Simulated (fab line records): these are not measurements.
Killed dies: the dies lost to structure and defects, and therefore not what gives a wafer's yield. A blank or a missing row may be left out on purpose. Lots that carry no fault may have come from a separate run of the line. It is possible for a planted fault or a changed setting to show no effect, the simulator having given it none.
Which tool is to blame? + flow n5-finfet + Sampling: 22 lots, 66 wafers, 5 of 1938 route steps

== WHAT THE GAUGES SHOWED, per wafer ==
N5_BEOL_M13_INSPECT_12: inspects for defects (macro). Usual: raw-defect-count 2.2, standard deviation 1.5.
| lot  | measured     | on                | raw-defect-count | flag |
|------|--------------|-------------------|------------------|------|
| L074 | day 10 00:48 | defect-inspect-02 | 2 3 0            |      |
| L077 | day 10 23:29 | defect-inspect-02 | 1 1 2            |      |
| L078 | day 11 14:52 | defect-inspect-02 | 0 4 3            |      |
| L075 | day 11 18:07 | defect-inspect-02 | 4 1 1            |      |
| L076 | day 12 03:41 | defect-inspect-01 | 3 4 3            |      |
| L080 | day 12 08:11 | defect-inspect-01 | 4 2 3            |      |
| L079 | day 12 11:29 | defect-inspect-01 | 2 2 4            |      |
| L081 | day 13 10:27 | defect-inspect-01 | 5 3 1            |      |
| L083 | day 13 13:11 | defect-inspect-02 | 3 4 6            |      |
| L082 | day 13 12:46 | defect-inspect-02 | 1 0 1            |      |
| L084 | day 13 16:26 | defect-inspect-01 | 2 1 1            |      |
| L085 | day 13 20:25 | defect-inspect-02 | 3 3 1            |      |
| L086 | day 14 02:52 | defect-inspect-02 | 3 3 4            |      |
| L087 | day 14 13:14 | defect-inspect-02 | 7 1 2            |      |
| L088 | day 14 16:27 | defect-inspect-02 | 3 0 2            |      |
| L090 | day 15 09:27 | defect-inspect-01 | 0 2 2            |      |
| L091 | day 15 15:45 | defect-inspect-02 | 3 1 2            |      |
| L092 | day 15 22:23 | defect-inspect-01 | 3 0 1            |      |
| L093 | day 15 23:56 | defect-inspect-02 | 1 3 1            |      |
| L094 | day 16 00:04 | defect-inspect-02 | 1 2 0            |      |
| L096 | day 16 13:28 | defect-inspect-02 | 2 1 1            |      |
| L097 | day 16 20:10 | defect-inspect-01 | 3 1 3            |      |

== EACH LOT AND THE TOOL THAT RAN IT (in order: tool; ch and the chambers of the sampled wafers; start) ==
| lot  | N5_BEOL_M12_STRIP_64                 | N5_BEOL_M12_DESCUM_33              | N5_BEOL_M12_TRENCH_ETCH_34         | N5_BEOL_M12_SPUTTER_43       |
|------|--------------------------------------|------------------------------------|------------------------------------|------------------------------|
| L074 | plasma-asher-02 ch 0,1, day 9 18:31  | rie-diel-04 ch 0,1, day 9 19:05    | rie-diel-04 ch 0,1, day 9 19:27    | pvd-sputter-02, day 9 22:59  |
| L077 | plasma-asher-01 ch 0,1, day 10 19:11 | rie-diel-03 ch 0,2,3, day 10 19:50 | rie-diel-03 ch 0,2,3, day 10 20:12 | pvd-sputter-01, day 10 21:18 |
| L078 | plasma-asher-02 ch 0,1, day 11 09:32 | rie-diel-01 ch 0,1,3, day 11 10:43 | rie-diel-01 ch 0,1,3, day 11 11:05 | pvd-sputter-03, day 11 12:54 |
| L075 | plasma-asher-01 ch 0,1, day 11 13:34 | rie-diel-04 ch 1,3, day 11 14:14   | rie-diel-04 ch 1,3, day 11 14:36   | pvd-sputter-01, day 11 16:16 |
| L076 | plasma-asher-01 ch 0,1, day 11 22:35 | rie-diel-04 ch 0,1, day 11 23:08   | rie-diel-04 ch 0,1, day 11 23:31   | pvd-sputter-03, day 12 01:41 |
| L080 | plasma-asher-02 ch 0,1, day 12 02:35 | rie-diel-03 ch 0,2,3, day 12 03:10 | rie-diel-03 ch 0,2,3, day 12 03:31 | pvd-sputter-01, day 12 06:29 |
| L079 | plasma-asher-01 ch 0,1, day 12 06:04 | rie-diel-04 ch 0,1, day 12 06:45   | rie-diel-04 ch 0,1, day 12 07:07   | pvd-sputter-01, day 12 09:38 |
| L081 | plasma-asher-02 ch 0, day 13 04:43   | rie-diel-03 ch 1,2, day 13 05:24   | rie-diel-03 ch 1,2, day 13 05:46   | pvd-sputter-01, day 13 08:44 |
| L083 | plasma-asher-01 ch 0,1, day 13 05:00 | rie-diel-01 ch 0,1,3, day 13 05:50 | rie-diel-01 ch 0,1,3, day 13 06:12 | pvd-sputter-02, day 13 11:14 |
| L082 | plasma-asher-01 ch 0,1, day 13 05:17 | rie-diel-03 ch 0,3, day 13 05:59   | rie-diel-03 ch 0,3, day 13 06:22   | pvd-sputter-03, day 13 11:03 |
| L084 | plasma-asher-01 ch 1, day 13 12:35   | rie-diel-01 ch 2,3, day 13 13:16   | rie-diel-01 ch 2,3, day 13 13:38   | pvd-sputter-01, day 13 14:31 |
| L085 | plasma-asher-02 ch 1, day 13 14:29   | rie-diel-01 ch 1,2, day 13 15:10   | rie-diel-01 ch 1,2, day 13 15:32   | pvd-sputter-03, day 13 18:02 |
| L086 | plasma-asher-01 ch 0,1, day 13 21:36 | rie-diel-04 ch 0,3, day 13 22:20   | rie-diel-04 ch 0,3, day 13 22:42   | pvd-sputter-03, day 14 00:57 |
| L087 | plasma-asher-01 ch 0,1, day 14 09:03 | rie-diel-03 ch 0,1,2, day 14 09:48 | rie-diel-03 ch 0,1,2, day 14 10:10 | pvd-sputter-02, day 14 11:19 |
| L088 | plasma-asher-01 ch 0,1, day 14 11:20 | rie-diel-01 ch 0,1, day 14 11:56   | rie-diel-01 ch 0,1, day 14 12:18   | pvd-sputter-03, day 14 14:41 |
| L090 | plasma-asher-02 ch 0,1, day 15 02:23 | rie-diel-04 ch 0,1,2, day 15 03:08 | rie-diel-04 ch 0,1,2, day 15 03:29 | pvd-sputter-02, day 15 07:35 |
| L091 | plasma-asher-01 ch 0,1, day 15 11:09 | rie-diel-01 ch 0,2, day 15 11:50   | rie-diel-01 ch 0,2, day 15 12:12   | pvd-sputter-02, day 15 13:53 |
| L092 | plasma-asher-02 ch 0,1, day 15 16:22 | rie-diel-04 ch 0,3, day 15 17:09   | rie-diel-04 ch 0,3, day 15 17:31   | pvd-sputter-01, day 15 20:40 |
| L093 | plasma-asher-02 ch 0,1, day 15 16:43 | rie-diel-01 ch 2,3, day 15 17:54   | rie-diel-01 ch 2,3, day 15 18:26   | pvd-sputter-02, day 15 22:05 |
| L094 | plasma-asher-02 ch 0,1, day 15 19:08 | rie-diel-04 ch 0,1,3, day 15 19:43 | rie-diel-04 ch 0,1,3, day 15 20:05 | pvd-sputter-01, day 15 22:06 |
| L096 | plasma-asher-01 ch 0,1, day 16 09:16 | rie-diel-01 ch 0,1, day 16 09:53   | rie-diel-01 ch 0,1, day 16 10:15   | pvd-sputter-01, day 16 11:43 |
| L097 | plasma-asher-01 ch 0,1, day 16 13:18 | rie-diel-01 ch 1,2, day 16 14:06   | rie-diel-01 ch 1,2, day 16 14:28   | pvd-sputter-03, day 16 18:19 |
- N5_BEOL_M12_STRIP_64: strips in N2/H2.
- N5_BEOL_M12_DESCUM_33: chemistry O2, time 7.9 s.
- N5_BEOL_M12_TRENCH_ETCH_34: etches SiOC in C4F8/O2/Ar, target depth 318.95 nm, time 125.5 s.
- N5_BEOL_M12_SPUTTER_43: material TaN, target thk 15 nm, time 24.19 s.

== WHAT THE TOOLS THEMSELVES READ (means of the sampled wafers that have a number; where no wafer has one, the mark that the record gives instead) ==
N5_BEOL_M12_STRIP_64. Usual: drypump-motor-current-A 5.83 A, standard deviation 0.045; heater-power-w 349 W, standard deviation 37; oes-product-au 0.715 a.u., standard deviation 0.0047; strip-time-to-endpoint-s 31.30 s, standard deviation 0.06.
| lot  | tool            | drypump-motor-current-A (A) | heater-power-w (W) | oes-product-au (a.u.) | strip-time-to-endpoint-s (s) | flag |
|------|-----------------|-----------------------------|--------------------|-----------------------|------------------------------|------|
| L074 | plasma-asher-02 | 5.80                        | 354                | 0.716                 | 31.22                        |      |
| L077 | plasma-asher-01 | 5.82                        | 346                | 0.713                 | 31.32                        |      |
| L078 | plasma-asher-02 | 5.85                        | 377                | 0.718                 | 31.28                        |      |
| L075 | plasma-asher-01 | 5.80                        | 344                | 0.716                 | 31.32                        |      |
| L076 | plasma-asher-01 | 5.85                        | 332                | 0.711                 | 31.31                        |      |
| L080 | plasma-asher-02 | 5.87                        | 374                | 0.714                 | 31.32                        |      |
| L079 | plasma-asher-01 | 5.83                        | 325                | 0.717                 | 31.32                        |      |
| L081 | plasma-asher-02 | 5.89                        | 413                | 0.714                 | 31.35                        |      |
| L083 | plasma-asher-01 | 5.82                        | 325                | 0.713                 | 31.26                        |      |
| L082 | plasma-asher-01 | 5.85                        | 341                | 0.710                 | 31.33                        |      |
| L084 | plasma-asher-01 | 5.86                        | 306                | 0.711                 | 31.36                        |      |
| L085 | plasma-asher-02 | 5.79                        | 332                | 0.712                 | 31.33                        |      |
| L086 | plasma-asher-01 | 5.82                        | 345                | 0.716                 | 31.31                        |      |
| L087 | plasma-asher-01 | 5.82                        | 327                | 0.720                 | 31.34                        |      |
| L088 | plasma-asher-01 | 5.84                        | 347                | 0.716                 | 31.27                        |      |
| L090 | plasma-asher-02 | 5.85                        | 381                | 0.717                 | 31.24                        |      |
| L091 | plasma-asher-01 | 5.83                        | 327                | 0.715                 | 31.39                        |      |
| L092 | plasma-asher-02 | 5.81                        | 354                | 0.718                 | 31.26                        |      |
| L093 | plasma-asher-02 | 5.83                        | 386                | 0.719                 | 31.28                        |      |
| L094 | plasma-asher-02 | 5.83                        | 360                | 0.717                 | 31.38                        |      |
| L096 | plasma-asher-01 | 5.83                        | 348                | 0.710                 | 31.27                        |      |
| L097 | plasma-asher-01 | 5.80                        | 325                | 0.718                 | 31.31                        |      |

N5_BEOL_M12_DESCUM_33. Usual: drypump-motor-current-A 5.9 A, standard deviation 0.39; oes-product-au 0.81 a.u., standard deviation 0.1; rf-vpp-V 243.1 V, standard deviation 1.1; showerhead-plenum-p-Torr 2.09 Torr, standard deviation 0.051; throttle-valve-pct 20.42 %, standard deviation 0.23.
| lot  | tool        | drypump-motor-current-A (A) | oes-product-au (a.u.) | rf-vpp-V (V) | showerhead-plenum-p-Torr (Torr) | throttle-valve-pct (%) | flag |
|------|-------------|-----------------------------|-----------------------|--------------|---------------------------------|------------------------|------|
| L074 | rie-diel-04 | 5.6                         | 0.74                  | 244.2        | 2.13                            | 20.59                  |      |
| L077 | rie-diel-03 | 5.8                         | 0.79                  | 242.7        | 2.09                            | 20.39                  |      |
| L078 | rie-diel-01 | 6.4                         | 0.79                  | 242.8        | 2.13                            | 20.57                  |      |
| L075 | rie-diel-04 | 5.9                         | 0.85                  | 242.8        | 2.09                            | 20.36                  |      |
| L076 | rie-diel-04 | 5.5                         | 0.91                  | 243.2        | 2.10                            | 20.28                  |      |
| L080 | rie-diel-03 | 5.8                         | 0.89                  | 243.6        | 2.09                            | 20.26                  |      |
| L079 | rie-diel-04 | 5.6                         | 0.82                  | 243.8        | 2.13                            | 20.49                  |      |
| L081 | rie-diel-03 | 5.9                         | 0.83                  | 243.2        | 2.05                            | 20.49                  |      |
| L083 | rie-diel-01 | 6.4                         | 0.78                  | 244.5        | 2.12                            | 20.59                  |      |
| L082 | rie-diel-03 | 5.9                         | 0.94                  | 242.8        | 2.07                            | 20.11                  |      |
| L084 | rie-diel-01 | 6.0                         | 0.77                  | 243.1        | 2.10                            | 20.51                  |      |
| L085 | rie-diel-01 | 6.1                         | 0.71                  | 243.0        | 2.07                            | 20.44                  |      |
| L086 | rie-diel-04 | 5.6                         | 0.91                  | 243.3        | 2.05                            | 20.15                  |      |
| L087 | rie-diel-03 | 5.8                         | 0.83                  | 243.0        | 2.08                            | 20.38                  |      |
| L088 | rie-diel-01 | 6.5                         | 0.73                  | 243.6        | 2.10                            | 20.63                  |      |
| L090 | rie-diel-04 | 5.4                         | 0.76                  | 242.8        | 2.09                            | 20.52                  |      |
| L091 | rie-diel-01 | 6.1                         | 0.74                  | 243.8        | 2.11                            | 20.42                  |      |
| L092 | rie-diel-04 | 5.6                         | 0.88                  | 241.7        | 2.05                            | 20.18                  |      |
| L093 | rie-diel-01 | 6.0                         | 0.75                  | 242.9        | 2.10                            | 20.54                  |      |
| L094 | rie-diel-04 | 5.7                         | 0.82                  | 242.7        | 2.08                            | 20.37                  |      |
| L096 | rie-diel-01 | 6.6                         | 0.90                  | 243.1        | 2.09                            | 20.40                  |      |
| L097 | rie-diel-01 | 6.4                         | 0.87                  | 243.2        | 2.05                            | 20.33                  |      |

N5_BEOL_M12_TRENCH_ETCH_34. Usual: bias-w 699.9 W, standard deviation 2; drypump-motor-current-A 5.9 A, standard deviation 0.39; oes-product-au 0.81 a.u., standard deviation 0.1; rf-vpp-V 665.5 V, standard deviation 2.5; showerhead-plenum-p-Torr 3.41 Torr, standard deviation 0.079; throttle-valve-pct 24.21 %, standard deviation 0.23.
| lot  | tool        | bias-w (W) | drypump-motor-current-A (A) | oes-product-au (a.u.) | rf-vpp-V (V) | showerhead-plenum-p-Torr (Torr) | throttle-valve-pct (%) | flag |
|------|-------------|------------|-----------------------------|-----------------------|--------------|---------------------------------|------------------------|------|
| L074 | rie-diel-04 | 699.0      | 5.6                         | 0.73                  | 666.9        | 3.48                            | 24.33                  |      |
| L077 | rie-diel-03 | 701.3      | 5.8                         | 0.80                  | 665.0        | 3.41                            | 24.10                  |      |
| L078 | rie-diel-01 | 701.0      | 6.4                         | 0.79                  | 666.4        | 3.48                            | 24.40                  |      |
| L075 | rie-diel-04 | 698.6      | 5.9                         | 0.84                  | 665.3        | 3.41                            | 24.13                  |      |
| L076 | rie-diel-04 | 699.0      | 5.5                         | 0.89                  | 666.2        | 3.42                            | 24.05                  |      |
| L080 | rie-diel-03 | 699.8      | 5.8                         | 0.88                  | 665.0        | 3.40                            | 24.01                  |      |
| L079 | rie-diel-04 | 699.5      | 5.6                         | 0.81                  | 666.3        | 3.47                            | 24.26                  |      |
| L081 | rie-diel-03 | 699.5      | 5.9                         | 0.83                  | 663.8        | 3.35                            | 24.25                  |      |
| L083 | rie-diel-01 | 700.8      | 6.4                         | 0.77                  | 667.6        | 3.47                            | 24.43                  |      |
| L082 | rie-diel-03 | 701.3      | 6.0                         | 0.94                  | 665.1        | 3.39                            | 23.89                  |      |
| L084 | rie-diel-01 | 700.3      | 6.0                         | 0.77                  | 666.4        | 3.43                            | 24.30                  |      |
| L085 | rie-diel-01 | 698.6      | 6.2                         | 0.71                  | 665.1        | 3.40                            | 24.26                  |      |
| L086 | rie-diel-04 | 697.7      | 5.6                         | 0.89                  | 664.3        | 3.35                            | 23.91                  |      |
| L087 | rie-diel-03 | 699.3      | 5.8                         | 0.82                  | 666.3        | 3.40                            | 24.14                  |      |
| L088 | rie-diel-01 | 699.9      | 6.6                         | 0.73                  | 666.2        | 3.44                            | 24.48                  |      |
| L090 | rie-diel-04 | 700.6      | 5.4                         | 0.77                  | 665.2        | 3.41                            | 24.32                  |      |
| L091 | rie-diel-01 | 699.2      | 6.1                         | 0.73                  | 666.6        | 3.46                            | 24.24                  |      |
| L092 | rie-diel-04 | 699.4      | 5.6                         | 0.88                  | 663.6        | 3.34                            | 23.93                  |      |
| L093 | rie-diel-01 | 701.8      | 6.0                         | 0.75                  | 665.9        | 3.42                            | 24.33                  |      |
| L094 | rie-diel-04 | 699.8      | 5.7                         | 0.81                  | 664.9        | 3.40                            | 24.13                  |      |
| L096 | rie-diel-01 | 698.4      | 6.5                         | 0.91                  | 665.4        | 3.43                            | 24.28                  |      |
| L097 | rie-diel-01 | 698.5      | 6.4                         | 0.86                  | 664.3        | 3.37                            | 24.22                  |      |

N5_BEOL_M12_SPUTTER_43. Usual: throttle-valve-pct 29.8 %, standard deviation 1.
| lot  | tool           | throttle-valve-pct (%) | flag |
|------|----------------|------------------------|------|
| L074 | pvd-sputter-02 | 28.9                   |      |
| L077 | pvd-sputter-01 | 29.3                   |      |
| L078 | pvd-sputter-03 | 29.7                   |      |
| L075 | pvd-sputter-01 | 30.2                   |      |
| L076 | pvd-sputter-03 | 29.6                   |      |
| L080 | pvd-sputter-01 | 30.1                   |      |
| L079 | pvd-sputter-01 | 29.5                   |      |
| L081 | pvd-sputter-01 | 29.9                   |      |
| L083 | pvd-sputter-02 | 29.9                   |      |
| L082 | pvd-sputter-03 | 29.4                   |      |
| L084 | pvd-sputter-01 | 30.7                   |      |
| L085 | pvd-sputter-03 | 29.0                   |      |
| L086 | pvd-sputter-03 | 28.4                   |      |
| L087 | pvd-sputter-02 | 29.0                   |      |
| L088 | pvd-sputter-03 | 29.5                   |      |
| L090 | pvd-sputter-02 | 29.2                   |      |
| L091 | pvd-sputter-02 | 29.1                   |      |
| L092 | pvd-sputter-01 | 29.8                   |      |
| L093 | pvd-sputter-02 | 29.5                   |      |
| L094 | pvd-sputter-01 | 30.9                   |      |
| L096 | pvd-sputter-01 | 30.2                   |      |
| L097 | pvd-sputter-03 | 30.2                   |      |

== THE ANSWER, worked out from the rows above alone ==
Rule: a lot is off if the mean of its wafers that have a number lies more than 3 standard deviations from the usual mean. Also off: a lot with no number at a reading for which 4 or more lots have one. Where the step has rows for the other lots, those lots are counted as sound. After the gauges, taken in route order, come the tools' own readings; for these a lot's mean is taken, as printed above. The first step at which some lot is off is used, and at that step the reading that is off furthest; a lot without a number counts as furthest.
Across all readings shown, no lot is off: no conclusion can be drawn from this.

== WHAT THE SIMULATOR HAD INSERTED ==
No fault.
